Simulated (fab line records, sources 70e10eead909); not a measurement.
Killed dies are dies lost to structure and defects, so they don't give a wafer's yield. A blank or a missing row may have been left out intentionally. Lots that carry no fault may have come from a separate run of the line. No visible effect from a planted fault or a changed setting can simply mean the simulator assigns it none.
fab line records | flow nandHarc
record lots=24 wafers=72 lastDay=33
route steps=1302 shown A_STAIRCASE@678
lots with no fault: from the same line, run without faults
startH: start of the lot's first displayed wafer, in hours after the record's first day | waitH: hours elapsed since this lot's preceding step | " unchanged from the row above | L1.1+2: a single row standing in for several wafers | - either no value or no given start | * or withheld: withheld | < > ~ a bound
route shown NAME@n: names a module that has steps shown in the file, with the first one's number in the route | usual: mean/standard deviation of fault-free wafers | same: alike in all rows | chamber/n: place in a boat | sites: per-site readings | _std_site: how widely they spread, as a standard deviation | _edge_site: mean of outer sites minus mean of inner sites | radiusMm: for every site, how far away it sits from the centre of the wafer | mask NAME#n: copy n | behind: tool/chamber where the wafer was last shaped | hold: cause of the lot's hold/its duration in hours/its outcome | device: names the non-switching transistor (n, p or np) | end of line: the tests these same wafers got at the end of their route | step lacking rows: just its recipe | killed: count of dies lost to structure and defects at first sort (not the wafer's yield) | map: shows each die of a wafer: x if killed, . if not, _ if none is there
set.NAME: the setting as run; set.NAME@STEP: as run at that earlier step | model.NAME: the simulator's own value behind a step, which no gauge read
the route's steps for a sample of lots (tables are steps, rows are wafers)
services: from which hour (startH, from the record's first day; less than 0 if before it) a tool's chamber was out of use, for how many hours, and why
## steps
# step NHARC_A_STAIRCASE_ETCH_21
# recipe targetDepthA=1000 timeS=40.5 ionEnergyEv=400 c4f8FlowSccm=20 o2FlowSccm=10 arFlowSccm=withheld rfW=600 biasW=1000 chemistry=C4F8/O2
# usual oesProductAu=0.946/0.015 rfVppV=896/5
# columns lot.wafer tool chamber startH waitH oesProductAu rfHoursCounterH rfVppV
L075.2 rieDiel-02 1 - - 0.941 49 899
L075.1 " 0 " " 0.941 39 905
L075.6 " 2 " " 0.946 - 903
L074.2 rieDiel-10 0 - - 0.938 40 892
L074.1 " 1 " " 0.921 42 898
L074.5 " 3 " " 0.941 - 895
L076.3 rieDiel-09 0 - - 0.937 16 895
L076.1 " 1 " " 0.943 10 892
L076.2 " 3 " " 0.939 14 897
L077.2 rieDiel-02 0 - - 0.921 46 904
L077.1 " 1 " " 0.917 56 898
L077.6 " 2 " " 0.923 - 905
L078.2 rieDiel-09 1 - - 0.951 14 894
L078.3 " 3 " " 0.947 18 898
L078.6 " 0 " " 0.930 - 896
L080.1 rieDiel-10 3 - - 0.980 49 894
L080.3 " 0 " " 0.970 57 893
L080.2 " 1 " " 0.959 59 899
L081.3 rieDiel-10 0 - - 0.974 59 894
L081.4 " 1 " " 0.971 60 899
L081.2 " 2 " " 0.954 36 894
L079.2 rieDiel-02 1 - - 0.961 2 899
L079.4 " 3 " " 0.975 2 893
L079.5 " 1 " " 0.953 - 900
L083.3 rieDiel-09 1 - - 0.969 34 892
L083.6 " 1 " " 0.990 - 892
L083.4 " 2 " " 0.980 - 887
L082.1 rieDiel-02 1 - - 0.951 15 898
L082.2 " 2 " " 0.952 15 904
L082.5 " 2 " " 0.930 - 906
L084.4 rieDiel-02 1 - - 0.938 21 899
L084.5 " 2 " " 0.939 - 904
L084.6 " 3 " " 0.939 - 891
L085.2 rieDiel-09 1 - - 0.938 42 893
L085.5 " 1 " " 0.943 - 893
L085.6 " 2 " " 0.930 - 888
L087.1 rieDiel-02 3 - - 0.938 20 890
L087.4 " 0 " " 0.938 - 904
L087.6 " 3 " " 0.937 - 892
L086.4 rieDiel-09 3 - - 0.945 45 895
L086.3 " 2 " " 0.945 47 888
L086.5 " 0 " " 0.953 - 894
L088.3 rieDiel-10 0 - - 0.935 23 894
L088.6 " 1 " " 0.942 - 896
L088.5 " 2 " " 0.936 - 892
L089.2 rieDiel-02 2 - - 0.939 32 903
L089.5 " 2 " " 0.938 - 904
L089.6 " 3 " " 0.932 - 891
L090.4 rieDiel-02 1 - - 0.955 38 899
L090.2 " 2 " " 0.930 38 903
L090.1 " 3 " " 0.935 37 892
L091.1 rieDiel-10 2 - - 0.959 25 894
L091.3 " 3 " " 0.935 31 893
L091.4 " 1 " " 0.944 31 897
L093.1 rieDiel-09 0 - - 0.952 10 893
L093.2 " 2 " " 0.963 10 888
L093.4 " 3 " " 0.926 10 896
L092.4 rieDiel-02 3 - - 0.932 42 892
L092.1 " 1 " " 0.936 42 898
L092.5 " 3 " " 0.932 - 891
L094.4 rieDiel-09 2 - - 0.952 18 889
L094.3 " 3 " " 0.924 18 895
L094.6 " 0 " " 0.970 - 894
L095.2 rieDiel-10 0 - - 0.933 39 892
L095.4 " 2 " " 0.935 36 894
L095.1 " 3 " " 0.940 41 893
L097.3 rieDiel-10 2 - - 0.943 40 892
L097.4 " 3 " " 0.958 44 892
L097.2 " 0 " " 0.947 42 893
L096.3 rieDiel-09 0 - - 0.957 29 892
L096.2 " 3 " " 0.950 26 894
L096.6 " 1 " " 0.930 - 893
# step NHARC_A_STAIRCASE_ETCH_27
# recipe targetDepthA=1000 timeS=40.5 ionEnergyEv=400 c4f8FlowSccm=20 o2FlowSccm=10 arFlowSccm=withheld rfW=600 biasW=1000 chemistry=C4F8/O2
# usual oesProductAu=0.942/0.0092 rfVppV=896/5
# columns lot.wafer tool chamber startH waitH oesProductAu rfHoursCounterH rfVppV
L075.1 rieDiel-02 2 - - 0.945 51 905
L075.2 " 3 " " 0.941 48 891
L075.6 " 0 " " 0.944 - 905
L074.2 rieDiel-10 1 - - 0.939 42 897
L074.1 " 0 " " 0.938 40 893
L074.5 " 2 " " 0.937 - 894
L076.2 rieDiel-09 0 - - 0.930 17 896
L076.1 " 1 " " 0.958 11 894
L076.3 " 2 " " 0.959 13 888
L077.2 rieDiel-02 0 - - 0.935 47 903
L077.1 " 1 " " 0.937 56 900
L077.6 " 2 " " 0.928 - 904
L078.3 rieDiel-09 3 - - 0.953 18 896
L078.2 " 1 " " 0.951 15 894
L078.6 " 2 " " 0.951 - 889
L080.2 rieDiel-10 2 - - 0.941 35 895
L080.1 " 3 " " 0.948 49 894
L080.3 " 0 " " 0.932 57 893
L081.2 rieDiel-10 3 - - 0.936 51 892
L081.3 " 0 " " 0.927 59 892
L081.4 " 1 " " 0.929 61 898
L079.4 rieDiel-02 0 - - 0.948 2 904
L079.2 " 3 " " 0.949 2 892
L079.5 " 1 " " 0.948 - 899
L083.3 rieDiel-09 0 - - 0.937 40 893
L083.6 " 2 " " 0.949 - 888
L083.4 " 0 " " 0.942 - 893
L082.2 rieDiel-02 1 - - 0.936 15 900
L082.1 " 3 " " 0.949 10 892
L082.5 " 1 " " 0.936 - 898
L084.4 rieDiel-02 1 - - 0.947 21 898
L084.5 " 0 " " 0.956 - 904
L084.6 " 1 " " 0.944 - 898
L085.2 rieDiel-09 0 - - 0.929 48 892
L085.6 " 3 " " 0.945 - 898
L085.5 " 0 " " 0.936 - 894
L087.1 rieDiel-02 0 - - 0.957 20 905
L087.4 " 0 " " 0.955 - 904
L087.6 " 2 " " 0.943 - 905
L086.4 rieDiel-09 3 - - 0.938 46 896
L086.3 " 1 " " 0.934 44 891
L086.5 " 0 " " 0.937 - 894
L088.3 rieDiel-10 3 - - 0.933 23 894
L088.6 " 0 " " 0.924 - 892
L088.5 " 1 " " 0.957 - 897
L089.2 rieDiel-02 2 - - 0.946 32 904
L089.5 " 2 " " 0.939 - 903
L089.6 " 3 " " 0.946 - 890
L090.4 rieDiel-02 1 - - 0.929 39 898
L090.2 " 2 " " 0.931 40 903
L090.1 " 0 " " 0.941 40 904
L091.1 rieDiel-10 3 - - 0.942 31 894
L091.3 " 1 " " 0.937 32 896
L091.4 " 2 " " 0.938 26 892
L093.2 rieDiel-09 2 - - 0.966 10 888
L093.1 " 3 " " 0.944 10 896
L093.4 " 0 " " 0.961 10 893
L092.1 rieDiel-02 2 - - 0.939 44 904
L092.4 " 3 " " 0.952 42 891
L092.5 " 0 " " 0.961 - 903
L094.4 rieDiel-09 1 - - 0.942 14 892
L094.3 " 0 " " 0.954 21 894
L094.6 " 2 " " 0.948 - 888
L095.1 rieDiel-10 1 - - 0.930 43 898
L095.2 " 2 " " 0.943 37 892
L095.4 " 0 " " 0.922 39 892
L097.2 rieDiel-10 2 - - 0.941 44 893
L097.3 " 3 " " 0.943 46 894
L097.4 " 0 " " 0.933 44 892
L096.2 rieDiel-09 1 - - 0.943 20 892
L096.3 " 3 " " 0.918 26 896
L096.6 " 1 " " 0.941 - 891
# step NHARC_A_STAIRCASE_TRIM_202
# recipe timeS=211.2 o2FlowSccm=500 arFlowSccm=0 biasW=0 chemistry=O2
# usual drypumpMotorCurrentA=6.0/0.37 oesProductAu=0.999/0.0088 rfVppV=57.7/1 showerheadPlenumPTorr=3.53/0.13 throttleValvePct=17.036/0.0088
# columns lot.wafer tool chamber startH waitH drypumpMotorCurrentA oesProductAu rfHoursCounterH rfVppV showerheadPlenumPTorr throttleValvePct
L075.1 rieDiel-02 2 - - 6.5 0.999 52 56.7 3.78 17.026
L075.2 " 0 " " 6.1 1.001 41 58.6 3.78 17.025
L075.6 " 0 " " 6.2 0.994 - 57.5 3.78 17.028
L074.2 rieDiel-09 2 - - 6.2 1.012 9 56.8 3.34 17.038
L074.1 " 0 " " 6.0 1.003 9 56.3 3.50 17.048
L074.5 " 2 " " 6.1 1.018 - 58.2 3.34 17.044
L076.1 rieDiel-10 0 - - 5.7 0.992 51 57.5 3.45 17.036
L076.2 " 1 " " 5.0 0.982 52 57.1 3.58 17.050
L076.3 " 2 " " 5.7 0.985 27 57.2 3.48 17.033
L077.1 rieDiel-09 2 - - 6.2 1.004 14 57.2 3.34 17.043
L077.2 " 3 " " 5.9 1.003 15 60.6 3.53 17.044
L077.6 " 1 " " 6.2 1.007 - 56.9 3.46 17.054
L078.2 rieDiel-10 3 - - 6.2 1.005 47 56.4 3.47 17.031
L078.3 " 0 " " 5.7 1.001 55 56.1 3.45 17.040
L078.6 " 2 " " 5.8 1.001 - 57.4 3.48 17.040
L080.2 rieDiel-02 2 - - 6.5 0.995 1 58.9 3.77 17.037
L080.3 " 3 " " 5.5 0.995 1 56.4 3.41 17.029
L080.1 " 0 " " 6.1 1.003 1 58.8 3.78 17.047
L081.3 rieDiel-09 0 - - 6.1 1.001 29 58.0 3.49 17.017
L081.2 " 1 " " 6.2 0.997 23 59.2 3.45 17.047
L081.4 " 3 " " 5.9 0.997 27 57.6 3.53 17.056
L079.4 rieDiel-10 0 - - 5.7 0.985 61 55.9 3.45 17.021
L079.2 " 1 " " 5.1 0.990 62 60.2 3.58 17.023
L079.5 " 3 " " 6.3 1.001 - 55.5 3.47 17.043
L083.3 rieDiel-02 2 - - 6.5 1.001 16 56.7 3.76 17.042
L083.4 " 0 " " 6.2 1.002 12 60.0 3.77 17.021
L083.6 " 3 " " 5.5 0.997 - 57.2 3.41 17.027
L082.2 rieDiel-10 1 - - 5.0 1.003 4 57.6 3.57 17.037
L082.1 " 0 " " 5.7 1.003 3 56.4 3.44 17.035
L082.5 " 2 " " 5.8 0.982 - 57.7 3.47 17.032
L084.4 rieDiel-09 1 - - 6.2 0.997 40 57.3 3.44 17.031
L084.6 " 0 " " 6.1 0.987 - 58.9 3.48 17.021
L084.5 " 1 " " 6.3 0.998 - 56.4 3.44 17.034
L085.2 rieDiel-02 3 - - 5.5 0.986 22 56.4 3.40 17.046
L085.5 " 3 " " 5.5 0.997 - 57.5 3.40 17.038
L085.6 " 0 " " 6.1 1.004 - 58.8 3.77 17.024
L087.4 rieDiel-09 1 - - 6.2 0.990 44 56.7 3.44 17.045
L087.1 " 2 " " 6.1 0.996 47 57.4 3.32 17.038
L087.6 " 2 " " 6.2 1.003 - 56.8 3.32 17.053
L086.3 rieDiel-09 2 - - 6.1 0.999 48 57.8 3.32 17.032
L086.4 " 0 " " 6.0 0.993 52 57.7 3.48 17.043
L086.5 " 2 " " 6.2 0.996 - 57.0 3.32 17.030
L088.3 rieDiel-10 1 - - 5.0 0.996 26 57.6 3.56 17.017
L088.6 " 0 " " 5.7 0.992 - 56.6 3.43 17.015
L088.5 " 1 " " 5.1 1.000 - 57.3 3.56 17.019
L089.2 rieDiel-02 0 - - 6.1 1.002 33 56.9 3.76 17.034
L089.6 " 0 " " 6.2 0.996 - 58.1 3.76 17.035
L089.5 " 1 " " 5.8 1.001 - 58.1 3.60 17.042
L090.2 rieDiel-02 0 - - 6.1 1.017 41 57.6 3.76 17.024
L090.1 " 1 " " 5.9 1.006 40 58.3 3.60 17.039
L090.4 " 2 " " 6.4 0.991 41 59.0 3.75 17.026
L091.1 rieDiel-09 1 - - 6.2 1.000 1 56.4 3.44 17.046
L091.4 " 2 " " 6.2 1.015 8 57.2 3.31 17.032
L091.3 " 0 " " 6.0 1.024 8 58.6 3.47 17.039
L093.2 rieDiel-02 2 - - 6.5 0.981 45 58.5 3.74 17.018
L093.1 " 3 " " 5.4 0.994 44 56.6 3.39 17.024
L093.4 " 0 " " 6.1 1.006 45 58.2 3.75 17.038
L092.1 rieDiel-10 3 - - 6.3 1.005 36 56.8 3.44 17.041
L092.4 " 1 " " 5.0 0.996 36 59.1 3.55 17.030
L092.5 " 3 " " 6.2 1.006 - 59.3 3.44 17.054
L094.3 rieDiel-02 0 - - 6.1 1.002 - 59.2 3.75 17.031
L094.4 " 2 " " 6.5 0.994 - 61.0 3.74 17.049
L094.6 " 0 " " 6.1 1.008 - 58.2 3.75 17.047
L095.2 rieDiel-10 2 - - 5.8 1.005 38 58.1 3.45 17.033
L095.4 " 3 " " 6.2 0.990 42 58.2 3.44 17.043
L095.1 " 1 " " 5.0 1.004 44 56.8 3.55 17.022
L097.2 rieDiel-10 1 - - 5.0 0.994 51 59.3 3.55 17.046
L097.3 " 2 " " 5.7 0.990 46 57.2 3.45 17.045
L097.4 " 3 " " 6.3 0.991 48 57.4 3.44 17.038
L096.2 rieDiel-09 0 - - 6.1 1.010 32 56.6 3.46 17.031
L096.3 " 2 " " 6.2 1.013 27 58.2 3.30 17.029
L096.6 " 1 " " 6.2 0.999 - 58.2 3.42 17.049
# step NHARC_A_STAIRCASE_DESCUM_219
# recipe timeS=3 o2FlowSccm=200 arFlowSccm=0 biasPowerW=0 chemistry=O2
# usual drypumpMotorCurrentA=5.9/0.39 oesProductAu=1.000/0.011 rfVppV=57.8/0.87 showerheadPlenumPTorr=1.91/0.08 throttleValvePct=11.311/0.009
# columns lot.wafer tool chamber startH waitH drypumpMotorCurrentA oesProductAu rfHoursCounterH rfVppV showerheadPlenumPTorr throttleValvePct
L075.1 rieDiel-10 3 360.87 - 6.2 1.008 34 56.8 1.88 11.321
L075.2 " 0 " " 5.7 0.999 42 57.3 1.87 11.306
L075.6 " 1 " " 5.0 0.987 - 58.6 1.95 11.308
L074.1 rieDiel-02 2 361.69 - 6.5 0.998 54 58.6 2.06 11.302
L074.2 " 0 " " 6.1 0.999 42 58.4 2.06 11.298
L074.5 " 2 " " 6.5 1.005 - 59.4 2.06 11.314
L077.1 rieDiel-09 1 382.11 - 6.2 0.998 12 58.5 1.87 11.313
L077.2 " 0 " " 6.0 0.996 18 57.3 1.89 11.305
L077.6 " 1 " " 6.2 1.002 - 58.0 1.87 11.311
L076.2 rieDiel-02 2 384.00 - 6.5 0.995 63 57.8 2.05 11.310
L076.1 " 3 " " 5.5 1.006 53 57.9 1.85 11.302
L076.3 " 0 " " 6.1 0.996 47 58.5 2.06 11.322
L078.2 rieDiel-10 0 396.91 - 5.7 0.986 56 57.9 1.87 11.303
L078.3 " 2 " " 5.7 0.989 33 57.2 1.88 11.317
L078.6 " 1 " " 5.0 0.992 - 57.7 1.94 11.310
L080.3 rieDiel-10 1 408.25 - 5.0 0.999 60 57.2 1.94 11.307
L080.1 " 2 " " 5.7 1.001 35 57.8 1.88 11.314
L080.2 " 0 " " 5.7 0.987 58 57.7 1.87 11.291
L081.2 rieDiel-02 3 416.96 - 5.5 1.006 3 58.0 1.84 11.321
L081.3 " 0 " " 6.1 0.995 3 57.0 2.06 11.320
L081.4 " 1 " " 5.9 0.991 3 57.7 1.96 11.313
L079.4 rieDiel-09 3 417.74 - 5.8 0.993 29 58.4 1.91 11.306
L079.2 " 0 " " 6.0 1.000 30 58.6 1.89 11.313
L079.5 " 0 " " 6.1 0.996 - 57.7 1.89 11.307
L083.4 rieDiel-10 1 446.40 - 5.0 1.011 4 58.9 1.94 11.307
L083.3 " 2 " " 5.7 0.986 5 58.7 1.88 11.322
L083.6 " 0 " " 5.8 1.007 - 58.0 1.86 11.317
L082.1 rieDiel-09 2 446.58 - 6.2 1.005 38 57.6 1.80 11.322
L082.2 " 3 " " 5.8 0.993 37 58.1 1.91 11.307
L082.5 " 2 " " 6.1 1.012 - 56.1 1.80 11.297
L084.5 rieDiel-02 0 466.52 - 6.1 1.007 - 60.1 2.05 11.308
L084.4 " 2 " " 6.5 1.001 - 58.0 2.05 11.301
L084.6 " 3 " " 5.5 1.004 - 57.9 1.84 11.329
L085.2 rieDiel-02 3 475.01 - 5.5 1.011 22 57.3 1.84 11.304
L085.5 " 2 " " 6.5 0.991 - 57.0 2.05 11.314
L085.6 " 3 " " 5.5 0.992 - 57.3 1.84 11.334
L087.1 rieDiel-10 0 475.60 - 5.7 1.005 16 57.3 1.86 11.318
L087.6 " 1 " " 5.0 1.023 - 58.7 1.93 11.295
L087.4 " 0 " " 5.7 1.005 - 56.8 1.86 11.307
L086.4 rieDiel-09 2 479.46 - 6.2 0.998 49 57.8 1.79 11.298
L086.3 " 0 " " 6.0 0.984 52 60.0 1.88 11.303
L086.5 " 2 " " 6.2 0.985 - 57.1 1.79 11.311
L088.3 rieDiel-10 1 507.02 - 5.0 0.990 27 58.5 1.93 11.329
L088.6 " 2 " " 5.7 1.010 - 57.1 1.88 11.304
L088.5 " 3 " " 6.2 1.001 - 58.5 1.87 11.302
L089.2 rieDiel-02 1 507.41 - 5.8 1.013 32 58.8 1.96 11.284
L089.6 " 0 " " 6.1 1.004 - 58.2 2.05 11.313
L089.5 " 1 " " 5.8 0.997 - 56.3 1.96 11.323
L090.1 rieDiel-09 0 526.08 - 6.0 1.014 8 57.5 1.88 11.307
L090.2 " 1 " " 6.2 0.992 1 58.3 1.86 11.296
L090.4 " 2 " " 6.2 0.997 8 56.0 1.79 11.330
L091.4 rieDiel-02 1 526.55 - 5.8 0.993 40 58.5 1.95 11.323
L091.1 " 2 " " 6.5 0.993 41 58.8 2.04 11.317
L091.3 " 3 " " 5.5 0.999 40 57.1 1.83 11.320
L093.4 rieDiel-09 1 539.28 - 6.2 0.986 5 57.6 1.86 11.307
L093.1 " 3 " " 5.8 0.983 11 58.4 1.90 11.325
L093.2 " 0 " " 6.0 1.017 12 57.9 1.88 11.319
L092.4 rieDiel-02 3 539.91 - 5.5 0.997 44 56.7 1.83 11.319
L092.1 " 0 " " 6.1 1.016 45 56.4 2.04 11.320
L092.5 " 2 " " 6.5 0.999 - 58.7 2.04 11.321
L094.3 rieDiel-09 2 564.40 - 6.1 1.010 20 57.8 1.79 11.312
L094.4 " 2 " " 6.1 1.006 - 55.3 1.78 11.307
L094.6 " 3 " " 5.9 0.979 - 56.7 1.90 11.310
L095.2 rieDiel-09 3 565.07 - 5.9 0.972 20 58.3 1.90 11.308
L095.1 " 1 " " 6.2 0.999 16 59.2 1.85 11.318
L095.4 " 2 " " 6.2 1.018 21 56.8 1.78 11.325
L097.2 rieDiel-09 0 581.45 - 6.0 1.026 32 58.4 1.87 11.313
L097.4 " 2 " " 6.1 1.026 27 57.2 1.78 11.311
L097.3 " 3 " " 5.9 0.980 29 56.8 1.89 11.315
L096.2 rieDiel-10 0 582.10 - 5.7 1.007 45 57.3 1.85 11.313
L096.3 " 3 " " 6.2 0.994 48 57.6 1.86 11.309
L096.6 " 1 " " 5.0 1.000 - 58.3 1.92 11.307
# step NHARC_A_STAIRCASE_ETCH_227
# recipe targetDepthA=1000 timeS=40.5 ionEnergyEv=400 c4f8FlowSccm=20 o2FlowSccm=10 arFlowSccm=withheld rfW=600 biasW=1000 chemistry=C4F8/O2
# usual oesProductAu=0.942/0.011 rfVppV=896/5
# columns lot.wafer tool chamber startH waitH oesProductAu rfHoursCounterH rfVppV
L075.2 rieDiel-10 3 - - 0.966 34 895
L075.1 " 1 " " 0.924 45 897
L075.6 " 3 " " 0.958 - 893
L074.2 rieDiel-02 2 - - 0.939 54 904
L074.1 " 1 " " 0.931 53 899
L074.5 " 2 " " 0.939 - 905
L077.1 rieDiel-09 2 - - 0.956 15 891
L077.2 " 3 " " 0.935 16 897
L077.6 " 1 " " 0.949 - 894
L076.3 rieDiel-02 2 - - 0.923 64 905
L076.1 " 3 " " 0.935 54 892
L076.2 " 0 " " 0.933 47 906
L078.2 rieDiel-10 2 - - 0.936 34 894
L078.3 " 1 " " 0.948 58 899
L078.6 " 2 " " 0.942 - 895
L080.3 rieDiel-10 1 - - 0.957 60 898
L080.2 " 2 " " 0.935 36 894
L080.1 " 0 " " 0.936 59 893
L081.4 rieDiel-02 3 - - 0.955 5 892
L081.2 " 0 " " 0.945 5 904
L081.3 " 1 " " 0.929 7 899
L079.4 rieDiel-09 3 - - 0.933 32 895
L079.2 " 0 " " 0.930 34 894
L079.5 " 3 " " 0.930 - 896
L083.4 rieDiel-10 2 - - 0.947 5 895
L083.3 " 0 " " 0.942 4 892
L083.6 " 2 " " 0.946 - 893
L082.2 rieDiel-09 0 - - 0.940 42 896
L082.1 " 2 " " 0.945 39 889
L082.5 " 1 " " 0.943 - 892
L084.6 rieDiel-02 3 - - 0.941 - 892
L084.4 " 0 " " 0.964 - 905
L084.5 " 2 " " 0.936 - 904
L085.2 rieDiel-02 2 - - 0.927 27 903
L085.5 " 3 " " 0.934 - 892
L085.6 " 0 " " 0.942 - 904
L087.1 rieDiel-10 1 - - 0.938 18 898
L087.6 " 1 " " 0.937 - 897
L087.4 " 3 " " 0.926 - 892
L086.4 rieDiel-09 0 - - 0.937 52 893
L086.3 " 1 " " 0.946 47 894
L086.5 " 0 " " 0.937 - 895
L089.2 rieDiel-02 1 - - 0.938 33 897
L089.5 " 2 " " 0.938 - 902
L089.6 " 3 " " 0.923 - 892
L088.3 rieDiel-10 2 - - 0.956 22 894
L088.6 " 3 " " 0.937 - 893
L088.5 " 0 " " 0.927 - 894
L090.4 rieDiel-09 2 - - 0.943 9 888
L090.1 " 0 " " 0.963 8 894
L090.2 " 1 " " 0.929 1 895
L091.4 rieDiel-02 1 - - 0.933 40 898
L091.3 " 2 " " 0.927 42 905
L091.1 " 3 " " 0.936 40 890
L093.1 rieDiel-09 2 - - 0.959 11 887
L093.2 " 3 " " 0.937 11 895
L093.4 " 1 " " 0.944 5 893
L092.4 rieDiel-02 0 - - 0.950 46 904
L092.1 " 1 " " 0.952 46 897
L092.5 " 3 " " 0.935 - 890
L094.4 rieDiel-09 2 - - 0.940 21 888
L094.3 " 0 " " 0.961 23 894
L094.6 " 2 " " 0.950 - 888
L095.1 rieDiel-09 3 - - 0.941 21 895
L095.4 " 0 " " 0.968 23 892
L095.2 " 1 " " 0.934 17 892
L097.3 rieDiel-09 2 - - 0.954 27 887
L097.2 " 0 " " 0.964 33 893
L097.4 " 1 " " 0.942 24 894
L096.2 rieDiel-10 0 - - 0.949 46 892
L096.3 " 2 " " 0.931 47 893
L096.6 " 0 " " 0.944 - 891
# step NHARC_A_STAIRCASE_TRIM_235
# recipe timeS=211.2 o2FlowSccm=500 arFlowSccm=0 biasW=0 chemistry=O2
# usual drypumpMotorCurrentA=6.0/0.38 oesProductAu=1.000/0.01 rfVppV=57.7/0.83 showerheadPlenumPTorr=3.52/0.14 throttleValvePct=17.037/0.0085
# columns lot.wafer tool chamber startH waitH drypumpMotorCurrentA oesProductAu rfHoursCounterH rfVppV showerheadPlenumPTorr throttleValvePct
L075.2 rieDiel-10 1 - - 5.0 0.985 45 57.3 3.58 17.029
L075.1 " 3 " " 6.2 1.008 35 56.9 3.48 17.044
L075.6 " 1 " " 5.0 0.994 - 57.8 3.59 17.041
L074.2 rieDiel-10 2 - - 5.7 0.982 21 57.1 3.48 17.040
L074.1 " 0 " " 5.7 0.981 43 57.3 3.45 17.041
L074.5 " 3 " " 6.2 0.999 - 55.9 3.48 17.019
L077.2 rieDiel-09 1 - - 6.2 1.011 13 57.6 3.46 17.036
L077.1 " 3 " " 5.9 1.008 17 58.3 3.53 17.030
L077.6 " 1 " " 6.2 1.018 - 58.9 3.46 17.042
L076.1 rieDiel-09 2 - - 6.2 1.018 16 56.9 3.34 17.031
L076.2 " 3 " " 5.9 1.013 17 56.0 3.53 17.036
L076.3 " 0 " " 6.1 0.992 20 56.9 3.49 17.036
L078.2 rieDiel-09 0 - - 6.1 0.994 23 58.3 3.49 17.030
L078.3 " 3 " " 5.8 0.994 21 57.7 3.53 17.021
L078.6 " 1 " " 6.2 1.009 - 57.3 3.45 17.040
L080.3 rieDiel-10 2 - - 5.7 0.986 36 58.5 3.47 17.034
L080.1 " 3 " " 6.2 0.999 51 57.7 3.47 17.034
L080.2 " 0 " " 5.7 0.992 59 58.1 3.45 17.022
L081.4 rieDiel-09 0 - - 6.1 1.005 34 56.9 3.49 17.044
L081.2 " 1 " " 6.2 1.008 29 56.8 3.45 17.046
L081.3 " 2 " " 6.2 1.017 31 57.6 3.33 17.036
L079.2 rieDiel-09 2 - - 6.2 1.006 31 56.3 3.33 17.052
L079.4 " 3 " " 5.9 0.991 32 57.9 3.52 17.041
L079.5 " 0 " " 6.1 0.992 - 57.4 3.49 17.039
L083.3 rieDiel-09 1 - - 6.2 1.008 36 57.8 3.44 17.030
L083.4 " 3 " " 5.9 0.995 38 58.0 3.52 17.057
L083.6 " 2 " " 6.2 1.008 - 57.6 3.33 17.041
L082.1 rieDiel-09 0 - - 6.1 0.990 42 57.1 3.48 17.030
L082.2 " 2 " " 6.2 1.002 40 56.7 3.33 17.039
L082.5 " 1 " " 6.2 1.007 - 56.9 3.44 17.038
L084.5 rieDiel-02 3 - - 5.5 1.000 - 57.2 3.40 17.032
L084.4 " 0 " " 6.1 1.003 - 59.4 3.77 17.032
L084.6 " 2 " " 6.5 1.003 - 58.8 3.76 17.042
L085.2 rieDiel-02 0 - - 6.1 0.998 24 58.4 3.77 17.034
L085.5 " 3 " " 5.5 0.981 - 56.6 3.40 17.035
L085.6 " 0 " " 6.1 1.008 - 58.4 3.77 17.036
L087.1 rieDiel-10 0 - - 5.8 1.011 17 58.3 3.43 17.042
L087.6 " 0 " " 5.8 1.004 - 56.9 3.43 17.023
L087.4 " 1 " " 5.0 1.012 - 58.1 3.56 17.051
L086.3 rieDiel-02 3 - - 5.5 0.987 24 57.5 3.40 17.040
L086.4 " 2 " " 6.5 0.997 28 57.2 3.75 17.052
L086.5 " 0 " " 6.1 1.001 - 58.3 3.77 17.043
L089.2 rieDiel-02 2 - - 6.5 0.995 36 58.0 3.75 17.041
L089.5 " 3 " " 5.5 0.991 - 57.3 3.39 17.033
L089.6 " 0 " " 6.2 1.001 - 59.7 3.76 17.035
L088.3 rieDiel-02 0 - - 6.1 1.002 35 58.6 3.76 17.039
L088.6 " 2 " " 6.4 0.995 - 57.3 3.75 17.032
L088.5 " 3 " " 5.5 0.990 - 58.1 3.39 17.028
L090.2 rieDiel-09 1 - - 6.2 1.003 2 57.1 3.43 17.034
L090.1 " 2 " " 6.2 1.015 9 57.3 3.31 17.027
L090.4 " 3 " " 5.9 0.987 9 56.6 3.51 17.041
L091.4 rieDiel-02 1 - - 5.8 0.986 41 58.0 3.60 17.042
L091.3 " 3 " " 5.5 0.989 41 57.1 3.39 17.040
L091.1 " 0 " " 6.2 1.011 42 57.3 3.76 17.041
L093.1 rieDiel-02 1 - - 5.8 1.004 46 58.6 3.59 17.041
L093.4 " 2 " " 6.5 0.989 47 57.5 3.74 17.031
L093.2 " 3 " " 5.5 1.001 45 58.8 3.39 17.032
L092.4 rieDiel-02 3 - - 5.5 0.993 45 57.5 3.39 17.048
L092.1 " 0 " " 6.2 1.017 46 59.3 3.75 17.037
L092.5 " 2 " " 6.5 0.992 - 57.9 3.74 17.035
L094.3 rieDiel-02 0 - - 6.1 1.001 - 56.9 3.75 17.044
L094.4 " 2 " " 6.5 1.000 - 57.5 3.74 17.034
L094.6 " 0 " " 6.2 1.009 - 58.8 3.75 17.029
L095.1 rieDiel-10 1 - - 5.0 0.989 45 56.4 3.55 17.044
L095.2 " 2 " " 5.8 1.000 39 56.5 3.45 17.029
L095.4 " 0 " " 5.7 0.984 41 57.1 3.42 17.031
L097.3 rieDiel-09 0 - - 6.0 1.016 33 57.9 3.46 17.033
L097.4 " 1 " " 6.3 0.998 24 58.4 3.42 17.037
L097.2 " 3 " " 5.8 0.979 30 58.2 3.50 17.043
L096.3 rieDiel-10 1 - - 5.1 0.999 52 56.9 3.55 17.017
L096.2 " 0 " " 5.7 0.993 46 58.2 3.42 17.026
L096.6 " 1 " " 5.0 0.996 - 57.7 3.55 17.036
## services
# columns tool chamber startH hours kind
rieDiel-09 1 330.97 22.5 repair
rieDiel-09 2 336.18 2.1 repair
rieDiel-02 0 349.94 - clean
rieDiel-02 1 349.94 - clean
rieDiel-02 2 349.94 - clean
rieDiel-02 3 349.94 - clean
rieDiel-09 0 353.68 - clean
rieDiel-09 1 353.68 - clean
rieDiel-09 2 353.68 - clean
rieDiel-09 3 353.68 - clean
rieDiel-02 0 374.44 - clean
rieDiel-02 1 374.44 - clean
rieDiel-02 - 394.58 9.0 pm
rieDiel-10 - 420.48 9.0 pm
rieDiel-09 3 434.06 7.0 repair
rieDiel-02 3 456.44 2.4 repair
rieDiel-10 2 461.74 16.5 repair
rieDiel-02 1 463.66 7.7 repair
rieDiel-09 - 498.74 9.0 pm
rieDiel-10 0 550.22 6.0 repair
rieDiel-10 - 557.67 0.4 repair
rieDiel-09 0 562.55 2.1 repair
rieDiel-02 2 569.59 4.6 repair
rieDiel-02 - 571.81 9.0 pm
## key
fault none
